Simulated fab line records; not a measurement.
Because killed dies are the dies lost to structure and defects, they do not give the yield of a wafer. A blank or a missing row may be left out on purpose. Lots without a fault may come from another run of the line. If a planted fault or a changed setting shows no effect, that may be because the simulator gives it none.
Chamber matching    flow nand_harc    4 sister chambers for NHARC_A_CONTACT_DESCUM_13 on rie_diel-13
The step chemistry O2, time 3 s. 4 wafers are shown with their chamber, then 7 later ones without.

== WAFERS PAIRED WITH THEIR CHAMBERS ==
wafer   chamber  showerhead_plenum_p_Torr (Torr)
L076.2  1        1.88
L076.3  0        1.80
L084.1  3        1.96
L084.4  2        1.80

== WAFERS WITH NO CHAMBER GIVEN ==
wafer   showerhead_plenum_p_Torr (Torr)
L084.5  1.96
L088.3  1.87
L088.4  1.79
L088.6  1.96
L095.1  1.86
L095.4  1.78
L095.5  1.79

== CHAMBER TAKEN BY EACH ==
wafer   from the rows above      in truth
L084.5  3                        3
L088.3  1                        1
L088.4  can't be placed: 0 or 2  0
L088.6  3                        3
L095.1  1                        1
L095.4  can't be placed: 0 or 2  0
L095.5  can't be placed: 0 or 2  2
Correct placement for 4 of the 7. Not placeable from these rows: 3 (in 3, the candidates include the true chamber). Wrongly placed: 0.
How it was worked out, from the rows above alone: a wafer's distance from a chamber is the root of the sum, over the readings, of the square of ((its reading less the chamber's mean) divided by the reading's scatter). If the next closest chamber is less than 2 further off than the closest, the wafer can't be placed; otherwise it belongs to the closest. The mean given for a chamber averages the wafers shown for that chamber. The scatter: root of mean squared gap, hidden wafer to nearest shown wafer, with one shown wafer a chamber.
